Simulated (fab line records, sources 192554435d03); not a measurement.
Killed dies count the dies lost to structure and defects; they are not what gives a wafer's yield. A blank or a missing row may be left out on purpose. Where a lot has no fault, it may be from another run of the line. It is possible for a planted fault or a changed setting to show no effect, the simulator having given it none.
Chamber matching -- flow n5 finfet -- N5_SD_EPI_P_ETCH_47 on rie diel-04 has 4 sister chambers
The step etches SiOCN in CH3F/O2, target depth 25 nm. 24 wafers are shown with their chamber, then 12 later ones without.

## WAFERS PAIRED WITH THEIR CHAMBERS
wafer,chamber,drypump motor current A (A),showerhead plenum p Torr (Torr),throttle valve pct (%)
L074.3,0,6.0,1.93,16.22
L074.4,0,6.0,1.93,16.23
L074.5,2,4.8,1.97,16.53
L075.2,3,4.9,1.99,16.41
L075.5,1,5.5,2.05,16.83
L075.6,2,4.8,1.97,16.54
L078.2,1,5.5,2.05,16.83
L078.4,3,4.9,1.99,16.45
L078.6,0,6.0,1.93,16.24
L079.4,1,5.5,2.05,16.84
L079.5,2,4.9,1.97,16.04
L079.6,3,4.9,1.99,16.45
L082.2,1,5.5,2.04,16.85
L082.4,3,4.9,1.99,16.46
L082.5,2,4.8,1.97,16.04
L085.3,0,6.0,1.92,16.28
L085.4,2,4.8,1.97,16.07
L085.5,3,4.9,1.99,16.46
L087.3,2,4.8,1.97,16.08
L087.5,2,4.8,1.97,16.07
L087.6,0,6.0,1.92,16.29
L090.2,1,5.5,2.04,16.90
L090.3,0,6.0,1.92,16.29
L090.6,0,6.1,1.92,16.29

SIGNATURES (means of the wafers above)
reading,chamber 0,chamber 1,chamber 2,chamber 3,scatter within a chamber
drypump motor current A,6.014,5.500,4.814,4.900,0.0293
showerhead plenum p Torr,1.9243,2.0460,1.9700,1.9900,0.00382
throttle valve pct,16.2629,16.8500,16.1957,16.4460,0.129
Rule: a wafer's distance from a chamber is the root of the sum, over the readings, of the square of ((its reading less the chamber's mean) divided by the reading's scatter). If the next closest chamber is less than 2 further off than the closest, the wafer can't be placed; otherwise it belongs to the closest. The scatter: the root of (the sum of the squares of (reading less its chamber's mean) over the shown wafers, divided by (wafers less chambers)).

## WAFERS WHOSE CHAMBER IS MISSING
wafer,drypump motor current A (A),showerhead plenum p Torr (Torr),throttle valve pct (%)
L091.1,6.0,1.92,16.28
L091.3,4.8,1.96,16.08
L091.4,5.5,2.04,16.88
L094.2,5.5,2.04,16.38
L094.3,4.9,1.98,16.48
L094.6,5.5,2.04,16.37
L096.1,4.8,1.96,16.11
L096.3,4.9,1.98,16.50
L096.4,5.5,2.03,16.39
L097.1,6.0,1.92,16.30
L097.2,5.5,2.03,16.40
L097.5,4.9,1.98,16.49

## WHICH CHAMBER EACH ONE RAN IN
wafer,from the rows above,in truth
L091.1,0,0
L091.3,2,2
L091.4,1,1
L094.2,1,1
L094.3,can't be placed: 3 or 2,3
L094.6,1,1
L096.1,2,2
L096.3,can't be placed: 3 or 2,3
L096.4,1,1
L097.1,0,0
L097.2,1,1
L097.5,can't be placed: 3 or 2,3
9 of 12 placed correctly. Not placeable from these rows: 3 (in 3, the candidates include the true chamber). Placed wrongly: 0.
